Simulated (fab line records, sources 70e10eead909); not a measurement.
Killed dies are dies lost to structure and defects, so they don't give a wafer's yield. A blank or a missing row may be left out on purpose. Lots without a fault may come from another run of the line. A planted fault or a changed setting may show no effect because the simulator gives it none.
fab line records | flow nand_harc
record lots=14 wafers=41 last_day=34
route steps=1302 shown P_BONDPAD@385 A_ZERO_WELL@403 A_ONON_D1@426 END@1302
lots that met no fault: from a run of the same line without faults
start_h: hours from the record's first day to the start of the lot's first wafer shown | wait_h: hours since the lot's step before | " the same as in the row above | L1.1+2: a row that stands for several wafers | - no value, or no start given | * or withheld: withheld | < > ~ a bound
route shown NAME@n: a module of which the file shows steps, and the number in the route of the first | usual: mean/standard deviation of fault-free wafers | same: alike in all rows | chamber/n: place in a boat | sites: the reading at each site | _std_site: their standard deviation | _edge_site: outer sites' mean less inner sites' | radius_mm: how far each site lies from the wafer's centre | mask NAME#n: copy n | behind: the tool/chamber that last shaped the wafer | hold: why the lot was held/for how many hours/how that ended | device: the transistor (n, p or np) that didn't switch | end of line: the same wafers' tests at the end of the route | a step without rows: its recipe alone | killed: dies lost to structure and defects at the first sort, not the wafer's yield | map: a wafer's dies, x killed, . not, _ none there
set.NAME: the setting as run; set.NAME@STEP: as run at that earlier step | model.NAME: the simulator's own value behind a step, which no gauge read
steps of the route over a sample of lots; a table a step, a row a wafer
services: from which hour (start_h, from the record's first day; less than 0 if before it) a tool's chamber was out of use, for how many hours, and why
## steps
# step NHARC_P_BONDPAD_INSPECT_23
# usual raw_defect_count=353/140
# columns lot.wafer tool chamber start_h wait_h raw_defect_count
L829.1 defect_inspect-01 - 152.45 0.1 161
L829.2 " - " " 258
L829.6 " - " " 181
L830.3 defect_inspect-01 - 152.90 0.0 644
L830.4 " - " " 523
L830.5 " - " " 396
L831.1 defect_inspect-01 - 168.94 0.0 285
L831.2 " - " " 249
L831.4 " - " " 223
L832.2 defect_inspect-02 - 173.65 0.1 512
L832.5 " - " " 648
L832.6 " - " " 454
L833.2 defect_inspect-02 - 185.22 0.0 144
L833.3 " - " " 432
L833.4 " - " " 348
L835.1 defect_inspect-02 - 204.99 0.0 184
L835.5 " - " " 243
L835.6 " - " " 177
L838.2 defect_inspect-02 - 237.23 0.0 258
L838.5 " - " " 433
L838.6 " - " " 701
L842.1 defect_inspect-02 - 279.81 0.0 367
L842.4 " - " " 179
L844.1 defect_inspect-01 - 301.11 0.0 357
L844.3 " - " " 339
L844.5 " - " " 292
L845.4 defect_inspect-02 - 309.48 0.0 438
L845.5 " - " " 539
L845.6 " - " " 438
L847.2 defect_inspect-02 - 323.40 0.0 415
L847.5 " - " " 364
L847.6 " - " " 291
L849.1 defect_inspect-02 - 354.20 0.0 777
L849.4 " - " " 449
L849.6 " - " " 515
L850.1 defect_inspect-02 - 357.63 0.0 553
L850.4 " - " " 288
L850.6 " - " " 307
L851.2 defect_inspect-01 - 364.46 0.0 805
L851.3 " - " " 376
L851.4 " - " " 563
# step NHARC_A_ZERO_WELL_DESCUM_12
# recipe time_s=3 o2_flow_sccm=200 ar_flow_sccm=0 bias_power_w=0 chemistry=O2
# usual chamber_pressure_mTorr=60.00/0.055 drypump_motor_current_A=5.7/0.41 oes_product_au=1.003/0.012 rf_vpp_V=57.6/0.92 showerhead_plenum_p_Torr=1.91/0.063 throttle_valve_pct=11.311/0.0093
# columns lot.wafer tool chamber start_h wait_h chamber_pressure_mTorr drypump_motor_current_A oes_product_au rf_hours_counter_h rf_vpp_V showerhead_plenum_p_Torr throttle_valve_pct
L829.1 rie_diel-06 3 153.90 - 60.14 5.0 1.015 0 57.5 1.83 11.310
L829.2 " 1 " " 60.06 5.8 1.028 0 58.2 1.96 11.303
L829.6 " 0 " " 59.95 5.9 1.003 - 55.6 1.87 11.315
L830.4 rie_diel-06 3 154.24 - 60.00 5.0 1.021 0 57.2 1.84 11.327
L830.3 " 2 " " 60.03 6.1 1.005 0 57.5 1.91 11.319
L830.5 " 3 " " 60.03 5.0 1.011 - 58.2 1.83 11.323
L831.2 rie_diel-06 1 170.28 - 59.98 5.9 1.020 0 59.2 1.96 11.308
L831.4 " 3 " " 59.95 5.0 1.007 0 55.5 1.83 11.314
L831.1 " 0 " " 59.97 5.8 0.991 0 56.5 1.87 11.319
L832.2 rie_diel-02 1 175.01 - 60.03 5.2 1.022 26 57.8 1.92 11.321
L832.6 " 3 " " 60.03 5.5 1.002 - 59.0 2.02 11.308
L832.5 " 0 " " 60.06 5.5 0.975 - 58.0 1.99 11.315
L833.2 rie_diel-06 0 186.69 - 59.91 5.9 0.990 1 57.1 1.87 11.301
L833.3 " 1 " " 59.95 5.8 1.021 1 58.1 1.96 11.305
L833.4 " 2 " " 60.00 6.2 1.005 1 57.5 1.91 11.303
L835.1 rie_diel-06 1 206.49 - 60.04 5.9 1.026 1 57.9 1.96 11.313
L835.6 " 2 " " 59.99 6.2 1.016 - 59.2 1.91 11.296
L835.5 " 3 " " 59.96 5.0 1.010 - 57.2 1.83 11.315
L838.2 rie_diel-02 0 238.69 - 59.98 5.5 1.006 2 59.0 1.99 11.308
L838.5 " 0 " " 60.06 5.5 1.007 - 55.7 1.99 11.305
L838.6 " 1 " " 59.96 5.2 1.018 - 59.4 1.92 11.321
L842.4 rie_diel-02 2 281.29 - 59.93 5.9 0.985 10 57.7 1.84 11.320
L842.1 " 3 " " 60.00 5.5 0.996 5 57.7 2.02 11.321
L844.1 rie_diel-13 1 302.58 - 59.93 6.4 0.985 39 57.2 1.77 11.318
L844.3 " 3 " " 59.98 5.6 1.009 41 57.2 1.79 11.300
L844.5 " 1 " " 59.96 6.4 0.983 - 57.5 1.77 11.280
L845.4 rie_diel-02 0 310.95 - 59.84 5.5 0.978 13 58.4 1.98 11.308
L845.6 " 3 " " 60.09 5.5 1.001 - 58.9 2.02 11.316
L845.5 " 0 " " 59.98 5.5 0.985 - 57.2 1.98 11.325
L847.2 rie_diel-06 2 324.77 - 59.94 6.2 1.002 0 57.8 1.91 11.325
L847.5 " 3 " " 60.07 5.0 0.998 - 56.8 1.83 11.325
L847.6 " 0 " " 59.89 5.9 1.008 - 59.6 1.87 11.309
L849.1 rie_diel-06 0 355.66 - 59.94 5.9 1.006 1 57.1 1.87 11.324
L849.4 " 1 " " 60.10 5.8 1.010 1 58.0 1.96 11.313
L849.6 " 3 " " 59.93 5.0 1.012 - 57.7 1.83 11.314
L850.1 rie_diel-06 1 359.14 - 59.95 5.9 1.009 1 57.7 1.96 11.309
L850.4 " 3 " " 59.96 5.0 1.018 1 57.9 1.83 11.306
L850.6 " 2 " " 60.10 6.1 1.007 - 55.9 1.91 11.308
L851.2 rie_diel-06 0 365.78 - 60.03 5.9 1.009 1 59.0 1.87 11.312
L851.3 " 2 " " 59.94 6.2 1.014 1 59.0 1.91 11.313
L851.4 " 3 " " 60.06 5.0 1.009 1 57.5 1.83 11.308
# step NHARC_A_ONON_D1_DEP_03
# recipe target_thk_a=10000 n2_flow_sccm=2750 n2o_flow_sccm=2000 nh3_flow_sccm=500 sih4_flow_sccm=210 temp_c=400
# columns lot.wafer tool chamber start_h wait_h
L829.1+2+6 pecvd_onon-02 0 175.83 0.1
L830.3+4+5 pecvd_onon-04 0 175.95 0.2
L831.1+2+4 pecvd_onon-04 0 191.99 0.1
L832.2+5+6 pecvd_onon-01 0 197.50 0.1
L833.2+3+4 pecvd_onon-04 0 210.66 0.1
L835.1+5+6 pecvd_onon-04 0 231.26 0.1
L838.2+5+6 pecvd_onon-02 0 262.40 0.1
L842.1+4 pecvd_onon-04 0 304.36 0.1
L844.1+3+5 pecvd_onon-04 0 327.74 0.1
L845.4+5+6 pecvd_onon-04 0 333.81 0.2
L847.2+5+6 pecvd_onon-02 0 347.56 0.1
L850.1+4+6 pecvd_onon-01 0 379.45 0.1
L849.1+4+6 pecvd_onon-02 0 379.57 0.1
L851.2+3+4 pecvd_onon-01 0 388.15 0.1
# step NHARC_A_ONON_D1_THK_MEAS_05
# recipe thk_meas_gauge=ellipsometry
# usual thk_nm=1001/9.9
# columns lot.wafer tool chamber start_h wait_h thk_nm
L829.1 film_metro-01 - 176.34 - 986
L829.2 " - " " 988
L829.6 " - " " 986
L830.3 film_metro-01 - 176.35 - 991
L830.4 " - " " 990
L830.5 " - " " 990
L831.1 film_metro-01 - 192.50 - 1012
L831.2 " - " " 1014
L831.4 " - " " 1013
L832.2 film_metro-02 - 197.96 - 1000
L832.5 " - " " 1002
L832.6 " - " " 1002
L833.2 film_metro-02 - 211.11 - 992
L833.3 " - " " 993
L833.4 " - " " 993
L835.1 film_metro-01 - 231.77 - 1003
L835.5 " - " " 1003
L835.6 " - " " 1004
L838.2 film_metro-01 - 262.86 - 993
L838.5 " - " " 993
L838.6 " - " " 994
L842.1 film_metro-02 - 304.87 - 1014
L842.4 " - " " 1579
L844.1 film_metro-01 - 328.25 - 996
L844.3 " - " " 994
L844.5 " - " " 1561
L845.4 film_metro-02 - 334.14 - 1568
L845.5 " - " " 1569
L845.6 " - " " 1002
L847.2 film_metro-02 - 348.01 - 999
L847.5 " - " " 999
L847.6 " - " " 1001
L850.1 film_metro-01 - 379.95 - 1000
L850.4 " - " " 1000
L850.6 " - " " 1001
L849.1 film_metro-01 - 380.07 - 1008
L849.4 " - " " 1006
L849.6 " - " " 1007
L851.2 film_metro-01 - 388.60 - 1007
L851.3 " - " " 1008
L851.4 " - " " 1008
# step NHARC_END_SORT_01
# recipe temp_c=25
# usual killed_at_array=63/27 killed_at_other=0.7/1.2 killed_at_periphery=3.1/2 killed_dies=67/28 killed_open=3.0/1.9 killed_short=2.2/1.5
# same gross_dies=677
# columns lot.wafer tool chamber start_h wait_h killed_at_array killed_at_other killed_at_periphery killed_dies killed_open killed_short
L829.1 prober-01 0 563.22 2.5 80 0 1 81 0 2
L829.2 prober-01 0 564.00 2.8 72 1 2 75 3 3
L829.6 prober-01 0 567.13 3.9 72 0 1 73 4 3
L830.3 prober-02 0 577.76 3.1 44 0 6 50 5 0
L830.4 prober-02 0 578.56 3.4 57 0 3 60 4 1
L830.5 prober-02 0 579.36 3.7 52 1 3 56 6 4
L831.1 prober-02 0 589.78 2.5 84 0 4 88 3 1
L831.2 prober-02 0 590.58 2.8 74 0 3 77 2 2
L831.4 prober-02 0 592.18 3.4 91 0 4 95 10 2
L832.2 prober-01 0 590.55 2.8 108 0 3 111 3 4
L832.5 prober-01 0 592.93 3.7 103 0 1 104 1 3
L832.6 prober-01 0 593.72 4.0 101 0 0 101 0 1
L833.2 prober-01 0 606.35 2.8 103 2 5 110 2 3
L833.3 prober-01 0 607.15 3.1 92 0 10 102 3 2
L833.4 prober-01 0 607.95 3.4 83 3 8 94 0 0
L835.1 prober-01 0 623.19 2.5 100 0 6 106 6 4
L835.5 prober-01 0 626.34 3.7 117 0 1 118 5 0
L835.6 prober-01 0 627.13 3.9 118 3 3 124 6 6
L838.2 prober-02 0 659.69 2.8 22 0 4 26 6 2
L838.5 prober-02 0 662.03 3.6 28 0 2 30 5 2
L838.6 prober-02 0 662.81 3.9 22 0 4 26 6 1
L842.1 prober-02 0 699.24 2.5 61 0 5 66 2 3
L842.4 prober-02 0 701.64 3.4 672 0 5 677 3 1
L844.1 prober-02 0 739.56 2.5 56 2 1 59 1 2
L844.3 prober-02 0 741.16 3.1 62 4 4 70 2 2
L844.5 prober-02 0 742.75 3.7 674 0 3 677 2 1
L845.4 prober-02 0 752.17 3.4 673 0 4 677 6 1
L845.5 prober-02 0 752.97 3.7 673 0 4 677 1 4
L845.6 prober-02 0 753.77 4.0 50 0 5 55 2 5
L847.2 prober-02 0 772.34 2.8 90 1 5 96 4 4
L847.5 prober-02 0 774.74 3.7 97 0 1 98 3 2
L847.6 prober-02 0 775.54 4.0 89 1 0 90 2 4
L850.1 prober-01 0 781.68 2.5 61 0 1 62 3 1
L850.4 prober-01 0 784.08 3.4 67 2 1 70 3 4
L850.6 prober-01 0 785.68 4.0 63 1 5 69 3 3
L851.2 prober-02 0 791.80 2.8 34 4 5 43 2 2
L851.3 prober-02 0 792.60 3.1 33 1 2 36 3 1
L851.4 prober-02 0 793.39 3.4 39 0 4 43 3 2
L849.1 prober-01 0 808.95 2.5 40 0 3 43 1 1
L849.4 prober-01 0 811.33 3.4 51 0 7 58 6 1
L849.6 prober-01 0 812.93 4.0 40 0 5 45 1 2
# killed by level:class
L829.1 A_CHANNEL_HOLE_D1:chamber_film_flake=30 A_SLIT:chamber_film_flake=19 A_CHANNEL_HOLE_D2:chamber_film_flake=10 A_SGD_CUT:chamber_film_flake=9 A_CONTACT:chamber_film_flake=7 A_SOURCE_PLATE:geometric_particle:short=1 A_CHANNEL_FILL_D2:geometric_particle:short=1 P_M1:chamber_film_flake=1
L829.2 A_CHANNEL_HOLE_D1:chamber_film_flake=30 A_SLIT:chamber_film_flake=19 A_CHANNEL_HOLE_D2:chamber_film_flake=7 A_SGD_CUT:chamber_film_flake=6 A_STAIRCASE:chamber_film_flake=2 A_CONTACT:chamber_film_flake=2 P_CONTACT:geometric_particle:open=1 A_SOURCE_PLATE:geometric_particle:open=1
L829.6 A_CHANNEL_HOLE_D1:chamber_film_flake=31 A_SLIT:chamber_film_flake=21 A_SGD_CUT:chamber_film_flake=6 A_CHANNEL_HOLE_D2:chamber_film_flake=4 A_CONTACT:chamber_film_flake=3 P_CONTACT:geometric_particle:open=1 A_ONON_D1:geometric_particle:short=1 A_CHANNEL_HOLE_D2:geometric_particle:open=1
L830.3 A_CHANNEL_HOLE_D2:chamber_film_flake=26 A_CONTACT:chamber_film_flake=5 A_CHANNEL_HOLE_D1:chamber_film_flake=4 P_STI:chamber_film_flake=3 A_M1:chamber_film_flake=3 A_CHANNEL_FILL_D2:chamber_film_flake=2 P_CONTACT:geometric_particle:open=1 P_M0:geometric_particle:open=1
L830.4 A_CHANNEL_HOLE_D2:chamber_film_flake=32 A_CONTACT:chamber_film_flake=10 P_STI:chamber_film_flake=3 A_CHANNEL_HOLE_D1:chamber_film_flake=3 A_DECK1_JOINT:chamber_film_flake=3 A_CHANNEL_FILL_D2:geometric_particle:open=2 A_CONTACT:geometric_particle:open=2 A_M1:chamber_film_flake=2
L830.5 A_CHANNEL_HOLE_D2:chamber_film_flake=26 A_M1:chamber_film_flake=6 A_CONTACT:chamber_film_flake=4 A_WL_FILL:chamber_film_flake=2 P_STI:geometric_particle:open=1 P_CONTACT:geometric_particle:open=1 A_SOURCE_PLATE:geometric_particle:open=1 A_ONON_D1:geometric_particle:short=1
L831.1 A_CHANNEL_HOLE_D1:chamber_film_flake=30 A_SLIT:chamber_film_flake=30 A_CHANNEL_HOLE_D2:chamber_film_flake=12 A_CONTACT:chamber_film_flake=6 P_STI:chamber_film_flake=2 A_STAIRCASE:chamber_film_flake=2 P_M0:geometric_particle:open=1 A_CHANNEL_FILL_D2:geometric_particle:short=1
L832.2 A_CHANNEL_HOLE_D1:chamber_film_flake=37 A_CHANNEL_HOLE_D2:chamber_film_flake=32 A_SLIT:chamber_film_flake=25 A_CONTACT:chamber_film_flake=3 A_ZERO_WELL:chamber_film_flake=2 P_M0:geometric_particle:short=1 P_M2:geometric_particle:open=1 A_ONON_D2:geometric_particle:short=1
L831.2 A_SLIT:chamber_film_flake=30 A_CHANNEL_HOLE_D1:chamber_film_flake=27 A_CHANNEL_HOLE_D2:chamber_film_flake=9 A_CONTACT:chamber_film_flake=3 P_M2:chamber_film_flake=2 P_CONTACT:geometric_particle:open=1 A_ONON_D1:geometric_particle:short=1 A_ONON_D2:geometric_particle:short=1
L831.4 A_CHANNEL_HOLE_D1:chamber_film_flake=37 A_SLIT:chamber_film_flake=30 A_CHANNEL_HOLE_D2:chamber_film_flake=6 A_DECK1_JOINT:geometric_particle:open=3 A_CONTACT:chamber_film_flake=3 P_M0:geometric_particle:open=1 A_CHANNEL_HOLE_D1:geometric_particle:open=1 A_CHANNEL_FILL_D1:geometric_particle:open=1
L832.5 A_CHANNEL_HOLE_D2:chamber_film_flake=43 A_CHANNEL_HOLE_D1:chamber_film_flake=27 A_SLIT:chamber_film_flake=23 A_CONTACT:chamber_film_flake=4 A_STAIRCASE:chamber_film_flake=2 P_M0:geometric_particle:short=1 A_ONON_D1:geometric_particle:short=1 A_CHANNEL_HOLE_D1:geometric_particle:open=1
L832.6 A_CHANNEL_HOLE_D1:chamber_film_flake=33 A_CHANNEL_HOLE_D2:chamber_film_flake=31 A_SLIT:chamber_film_flake=31 A_ZERO_WELL:chamber_film_flake=2 A_ONON_D2:geometric_particle:short=1 A_DECK1_JOINT:chamber_film_flake=1 A_CHANNEL_FILL_D2:chamber_film_flake=1 A_CONTACT:chamber_film_flake=1
L833.2 A_CHANNEL_HOLE_D2:chamber_film_flake=35 A_SLIT:chamber_film_flake=29 A_CHANNEL_HOLE_D1:chamber_film_flake=28 P_GATE:chamber_film_flake=4 A_STAIRCASE:chamber_film_flake=3 A_ZERO_WELL:chamber_film_flake=2 THIN_TSV:chamber_film_flake=2 P_GATE:geometric_particle:short=1
L833.3 A_CHANNEL_HOLE_D1:chamber_film_flake=31 A_SLIT:chamber_film_flake=29 A_CHANNEL_HOLE_D2:chamber_film_flake=20 P_GATE:chamber_film_flake=6 A_CONTACT:chamber_film_flake=5 A_STAIRCASE:chamber_film_flake=3 P_CONTACT:geometric_particle:open=2 A_WL_FILL:geometric_particle:short=1
L833.4 A_SLIT:chamber_film_flake=29 A_CHANNEL_HOLE_D2:chamber_film_flake=24 A_CHANNEL_HOLE_D1:chamber_film_flake=23 P_GATE:chamber_film_flake=3 P_STI:chamber_film_flake=3 A_STAIRCASE:chamber_film_flake=3 THIN_TSV:chamber_film_flake=3 P_ZERO_WELL:chamber_film_flake=2
L835.1 A_SLIT:chamber_film_flake=35 A_CHANNEL_HOLE_D2:chamber_film_flake=25 A_CHANNEL_HOLE_D1:chamber_film_flake=15 A_CONTACT:chamber_film_flake=7 A_STAIRCASE:chamber_film_flake=5 A_ONON_D2:geometric_particle:short=3 P_BONDPAD:chamber_film_flake=3 A_WL_FILL:chamber_film_flake=3
L835.5 A_SLIT:chamber_film_flake=34 A_CHANNEL_HOLE_D2:chamber_film_flake=33 A_CHANNEL_HOLE_D1:chamber_film_flake=32 A_WL_FILL:chamber_film_flake=5 A_CONTACT:chamber_film_flake=5 A_STAIRCASE:chamber_film_flake=3 A_SOURCE_PLATE:geometric_particle:open=1 A_DECK1_JOINT:geometric_particle:open=1
L835.6 A_CHANNEL_HOLE_D2:chamber_film_flake=35 A_SLIT:chamber_film_flake=29 A_CHANNEL_HOLE_D1:chamber_film_flake=28 A_CONTACT:chamber_film_flake=10 A_ONON_D2:geometric_particle:short=3 THIN_TSV:chamber_film_flake=3 A_M0:geometric_particle:open=2 A_STAIRCASE:chamber_film_flake=2
L838.2 A_CHANNEL_HOLE_D1:chamber_film_flake=5 A_STAIRCASE:chamber_film_flake=5 P_ZERO_WELL:chamber_film_flake=2 A_SLIT:chamber_film_flake=2 A_CONTACT:chamber_film_flake=2 P_GATE:geometric_particle:open=1 P_CONTACT:geometric_particle:open=1 A_DECK1_JOINT:geometric_particle:open=1
L838.5 A_CHANNEL_HOLE_D1:chamber_film_flake=12 A_CONTACT:chamber_film_flake=3 A_CHANNEL_FILL_D1:chamber_film_flake=2 A_STAIRCASE:chamber_film_flake=2 P_M0:geometric_particle:open=1 A_SOURCE_PLATE:geometric_particle:open=1 A_CHANNEL_FILL_D1:geometric_particle:open=1 A_ONON_D2:geometric_particle:open=1
L838.6 A_CHANNEL_HOLE_D1:chamber_film_flake=8 A_CONTACT:chamber_film_flake=3 P_M1:geometric_particle:open=2 A_M1:geometric_particle:open=2 A_CHANNEL_FILL_D1:chamber_film_flake=2 A_CHANNEL_HOLE_D2:unspecified=2 A_CHANNEL_HOLE_D2:chamber_film_flake=2 P_STI:geometric_particle:short=1
L842.1 A_SLIT:chamber_film_flake=37 A_CONTACT:chamber_film_flake=6 A_WL_FILL:chamber_film_flake=5 A_CHANNEL_HOLE_D1:chamber_film_flake=3 P_GATE:chamber_film_flake=2 A_DECK1_JOINT:chamber_film_flake=2 A_BLC:chamber_film_flake=2 P_M0:geometric_particle:short=1
L842.4 A_ONON_D1:area_dep=618 A_SLIT:chamber_film_flake=30 A_CHANNEL_HOLE_D1:chamber_film_flake=8 A_CONTACT:chamber_film_flake=5 A_BLC:chamber_film_flake=4 P_GATE:chamber_film_flake=2 P_M1:chamber_film_flake=2 P_M0:geometric_particle:open=1
L844.1 A_SLIT:chamber_film_flake=33 A_CHANNEL_HOLE_D1:chamber_film_flake=10 A_CHANNEL_FILL_D2:chamber_film_flake=5 A_CONTACT:chamber_film_flake=3 A_STAIRCASE:chamber_film_flake=2 THIN_TSV:chamber_film_flake=2 P_CONTACT:geometric_particle:open=1 A_ONON_D1:geometric_particle:short=1
L844.3 A_SLIT:chamber_film_flake=34 A_STAIRCASE:chamber_film_flake=9 A_CHANNEL_HOLE_D1:chamber_film_flake=8 A_CHANNEL_FILL_D2:chamber_film_flake=4 A_CONTACT:chamber_film_flake=4 THIN_TSV:chamber_film_flake=4 P_STI:geometric_particle:short=1 P_M0:geometric_particle:short=1
L844.5 A_ONON_D1:area_dep=618 A_SLIT:chamber_film_flake=35 A_CHANNEL_HOLE_D1:chamber_film_flake=10 A_CONTACT:chamber_film_flake=5 A_STAIRCASE:chamber_film_flake=3 P_M0:geometric_particle:open=1 A_CHANNEL_FILL_D1:geometric_particle:short=1 A_M0:geometric_particle:open=1
L845.4 A_ONON_D1:area_dep=627 A_SLIT:chamber_film_flake=22 A_SGD_CUT:chamber_film_flake=10 A_CHANNEL_HOLE_D1:chamber_film_flake=8 P_M0:geometric_particle:open=2 P_CONTACT:geometric_particle:open=1 P_M0:geometric_particle:short=1 A_ONON_D1:geometric_particle:open=1
L845.5 A_ONON_D1:area_dep=624 A_SLIT:chamber_film_flake=29 A_CHANNEL_HOLE_D1:chamber_film_flake=10 A_SGD_CUT:chamber_film_flake=6 P_STI:chamber_film_flake=2 P_M0:geometric_particle:short=1 P_M2:geometric_particle:short=1 A_DECK1_JOINT:geometric_particle:short=1
L845.6 A_SLIT:chamber_film_flake=31 A_CHANNEL_HOLE_D1:chamber_film_flake=9 A_SGD_CUT:chamber_film_flake=3 P_M0:geometric_particle:short=2 P_STI:chamber_film_flake=2 P_M0:geometric_particle:open=1 A_CHANNEL_FILL_D1:geometric_particle:short=1 A_ONON_D2:geometric_particle:open=1
L847.2 A_CHANNEL_HOLE_D1:chamber_film_flake=29 A_SLIT:chamber_film_flake=28 A_CHANNEL_HOLE_D2:chamber_film_flake=18 A_CONTACT:chamber_film_flake=6 P_STI:chamber_film_flake=3 A_ZERO_WELL:chamber_film_flake=3 P_M0:geometric_particle:open=2 A_CHANNEL_FILL_D1:geometric_particle:open=2
L847.5 A_SLIT:chamber_film_flake=34 A_CHANNEL_HOLE_D1:chamber_film_flake=31 A_CHANNEL_HOLE_D2:chamber_film_flake=18 A_CONTACT:chamber_film_flake=6 A_ZERO_WELL:chamber_film_flake=3 A_CHANNEL_FILL_D1:geometric_particle:open=1 A_DECK1_JOINT:geometric_particle:short=1 A_WL_FILL:geometric_particle:short=1
L847.6 A_SLIT:chamber_film_flake=26 A_CHANNEL_HOLE_D1:chamber_film_flake=25 A_CHANNEL_HOLE_D2:chamber_film_flake=22 A_CONTACT:chamber_film_flake=6 A_ONON_D1:geometric_particle:short=2 A_ZERO_WELL:chamber_film_flake=2 A_SOURCE_PLATE:geometric_particle:short=1 A_ONON_D2:geometric_particle:short=1
L850.1 A_CHANNEL_HOLE_D2:chamber_film_flake=26 A_SLIT:chamber_film_flake=24 A_CONTACT:chamber_film_flake=3 A_ZERO_WELL:chamber_film_flake=2 A_STAIRCASE:chamber_film_flake=2 A_DECK1_JOINT:geometric_particle:short=1 A_DECK1_JOINT:geometric_particle:open=1 A_ONON_D2:geometric_particle:open=1
L850.4 A_SLIT:chamber_film_flake=30 A_CHANNEL_HOLE_D2:chamber_film_flake=18 A_CONTACT:chamber_film_flake=6 A_STAIRCASE:chamber_film_flake=3 A_CHANNEL_FILL_D1:chamber_film_flake=2 A_CHANNEL_HOLE_D1:geometric_particle:open=1 A_CHANNEL_FILL_D1:geometric_particle:short=1 A_ONON_D2:geometric_particle:short=1
L850.6 A_SLIT:chamber_film_flake=27 A_CHANNEL_HOLE_D2:chamber_film_flake=19 A_CONTACT:chamber_film_flake=12 P_CONTACT:chamber_film_flake=2 P_GATE:geometric_particle:open=1 P_M2:geometric_particle:open=1 P_BONDPAD:geometric_particle:short=1 A_CHANNEL_FILL_D1:geometric_particle:short=1
L851.2 A_CHANNEL_HOLE_D1:chamber_film_flake=21 P_BONDPAD:chamber_film_flake=4 A_SLIT:chamber_film_flake=4 THIN_TSV:chamber_film_flake=4 A_STAIRCASE:chamber_film_flake=3 P_CONTACT:geometric_particle:short=1 A_ONON_D1:geometric_particle:open=1 A_WL_FILL:geometric_particle:short=1
L851.3 A_CHANNEL_HOLE_D1:chamber_film_flake=12 A_SLIT:chamber_film_flake=9 A_CONTACT:chamber_film_flake=5 A_CHANNEL_HOLE_D2:chamber_film_flake=2 A_STAIRCASE:chamber_film_flake=2 P_CONTACT:geometric_particle:open=1 P_BONDPAD:geometric_particle:open=1 A_CHANNEL_HOLE_D1:geometric_particle:short=1
L851.4 A_CHANNEL_HOLE_D1:chamber_film_flake=19 A_SLIT:chamber_film_flake=8 A_CONTACT:chamber_film_flake=3 A_CHANNEL_FILL_D1:chamber_film_flake=2 A_STAIRCASE:chamber_film_flake=2 P_M0:geometric_particle:short=1 P_M0:geometric_particle:open=1 A_SOURCE_PLATE:geometric_particle:short=1
L849.1 A_CHANNEL_HOLE_D1:chamber_film_flake=19 A_SLIT:chamber_film_flake=7 A_CHANNEL_HOLE_D2:chamber_film_flake=3 A_CONTACT:chamber_film_flake=3 A_SGD_CUT:chamber_film_flake=2 A_ONON_D1:geometric_particle:short=1 A_M0:geometric_particle:open=1 P_ZERO_WELL:chamber_film_flake=1
L849.4 A_CHANNEL_HOLE_D1:chamber_film_flake=27 A_SLIT:chamber_film_flake=8 A_CONTACT:chamber_film_flake=5 P_CONTACT:geometric_particle:open=4 A_CHANNEL_HOLE_D2:chamber_film_flake=3 A_CONTACT:geometric_particle:short=1 A_M0:geometric_particle:open=1 A_M1:geometric_particle:open=1
L849.6 A_CHANNEL_HOLE_D1:chamber_film_flake=17 A_SLIT:chamber_film_flake=6 P_ZERO_WELL:chamber_film_flake=4 A_CONTACT:chamber_film_flake=4 A_CHANNEL_FILL_D1:chamber_film_flake=3 A_CHANNEL_HOLE_D2:chamber_film_flake=3 A_STAIRCASE:chamber_film_flake=2 A_ONON_D1:geometric_particle:short=1
## services
# columns tool chamber start_h hours kind
rie_diel-06 - 130.20 9.0 pm
rie_diel-06 0 130.20 9.0 vent_cycle
rie_diel-06 1 130.20 9.0 vent_cycle
rie_diel-06 2 130.20 9.0 vent_cycle
rie_diel-06 3 130.20 9.0 vent_cycle
pecvd_onon-04 - 130.30 13.0 pm
rie_diel-06 0 139.20 - clean
rie_diel-13 0 140.62 4.2 repair
rie_diel-02 2 151.01 7.0 repair
rie_diel-13 - 165.05 9.0 pm
pecvd_onon-02 - 185.00 13.0 pm
rie_diel-02 - 216.74 9.0 pm
rie_diel-02 3 254.99 22.7 repair
pecvd_onon-01 - 269.31 13.0 pm
rie_diel-06 - 307.20 9.0 pm
pecvd_onon-04 - 311.30 13.0 pm
rie_diel-13 - 317.22 0.6 repair
rie_diel-06 - 319.12 0.9 repair
rie_diel-06 2 328.37 6.7 repair
rie_diel-06 2 341.84 3.6 repair
rie_diel-13 - 342.05 9.0 pm
pecvd_onon-02 - 366.00 13.0 pm
rie_diel-06 3 372.27 2.7 repair
rie_diel-02 3 386.10 1.8 repair
## key
first_sign step=NHARC_A_ONON_D1_THK_MEAS_05 reading=thk_nm direction=up sigmas=58 usual=1001 struck=1569
effect step=NHARC_END_SORT_01 reading=killed_at_array direction=up sigmas=22 usual=63 struck=673
more_kills_born_at NHARC_A_ONON_D1_DEP_03@pecvd_onon-04=2487
met_at NHARC_A_ONON_D1_DEP_03
struck_lots L842,L844,L845
struck_wafers L842.4,L844.5,L845.4,L845.5
later_rows_left_out L842.4,L844.5,L845.4,L845.5
tester_left_out L842,L844,L845
not_acting_at NHARC_P_BONDPAD_INSPECT_23,NHARC_A_ZERO_WELL_DESCUM_12
onset_between 231.26 304.36
fault kind=process_parameter_drift tool=pecvd_onon-04 chamber=- onset_h=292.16 steps=NHARC_A_ONON_D1_DEP_03 channel=target_thk_a offset=* shape=step end_h=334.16 scope=struck_wafers_only acts_in=* stated=*
# tester_left_out: of these lots the tester's yield and bins aren't shown, on N5 and GAA mostly nor the transistor test; their killed dies are dies lost to structure and defects alone, not to doping, threshold or leakage, so they don't give the yield
# later_rows_left_out: the simulator's readings of these wafers behind a module that went badly wrong aren't trusted and aren't shown, but for the sort
